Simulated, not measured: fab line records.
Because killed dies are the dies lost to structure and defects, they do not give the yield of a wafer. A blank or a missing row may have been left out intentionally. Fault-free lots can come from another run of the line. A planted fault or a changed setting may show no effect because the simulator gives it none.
2 desks looking at one fault    flow nand harc    what lay behind the numbers comes last; until then each desk has only its own

== FOR THE TOOL OWNER'S DESK: krf scanner-04 ==
The tool's own readings at NHARC_P_STI_EXPOSE_06 (exposes mask P STI, target cd 200 nm): means of the sampled wafers that have a number, for each lot that ran on this tool. Any lot whose mean is over 4 standard deviations away from the usual mean is out of limits and marked OUT; that distance is given in the brackets.
Columns: A = exposure dose mJ cm2 at NHARC_P_STI_EXPOSE_06, usual 37.69; B = stage vel mm s at NHARC_P_STI_EXPOSE_06, usual 500.03 mm/s
lot   first seen here  A      B
L497  day 2 16:06      37.65  500.12
L500  day 3 07:48      37.75  500.04
L503  day 4 07:21      37.68  500.06
L506  day 4 23:10      37.68  500.49
L509  day 5 21:20      37.73  499.92
L514  day 7 02:38      37.72  500.20
Result from this desk: across the 6 lots, nothing is out of limits.

== FROM THE METROLOGY DESK ==
What the gauges read, lot by lot, whatever tool the lot ran on: means of the sampled wafers that have a number. Any lot whose mean is over 4 standard deviations away from the usual mean is out of limits and marked OUT; that distance is given in the brackets.
Columns: A = cd nm at NHARC_P_ZERO_WELL_CD_MEAS_11, usual 500.2 nm; B = cd nm at NHARC_P_ZERO_WELL_CD_MEAS_52, usual 1999.2 nm; C = overlay x nm at NHARC_P_STI_OVL_MEAS_10, usual 1 nm; D = overlay y nm at NHARC_P_STI_OVL_MEAS_10, usual -1 nm; E = cd nm at NHARC_P_GATE_CD_MEAS_11, usual 1639.9 nm
lot   first seen here  A      B       C   D   E
L497  day 1 19:15      499.8  1997.9  0   3   1640.9
L498  day 2 01:23      499.1  1998.2  5   8   1640.4
L499  day 2 07:15      498.1  1998.4  -6  -5  1639.2
L500  day 2 13:31      497.8  1997.1  -3  -0  1638.5
L501  day 2 19:15      496.6  1999.7  -1  -7  1638.9
L502  day 3 01:08      500.2  1999.1  4   4   1640.4
L503  day 3 07:16      501.8  1998.2  -3  -5  1641.2
L506  day 4 01:16      499.4  2001.0  12  2   1641.5
L509  day 4 19:07      502.7  1998.8  22  2   1640.6
L514  day 6 01:15      501.6  1999.9  17  -2  1639.1
L516  day 6 13:18      499.0  1997.0  3   8   1641.3
L518  day 7 01:14      500.3  1997.6  10  0   1641.2
L519  day 7 07:07      498.1  1999.6  -0  3   1640.3
Result from this desk: across the 13 lots, nothing is out of limits.

== PUT TOGETHER ==
The desk of the tool owner found nothing out of limits.
Nothing out of limits was seen by the metrology desk.

== WHAT THE SIMULATOR PUT IN ==
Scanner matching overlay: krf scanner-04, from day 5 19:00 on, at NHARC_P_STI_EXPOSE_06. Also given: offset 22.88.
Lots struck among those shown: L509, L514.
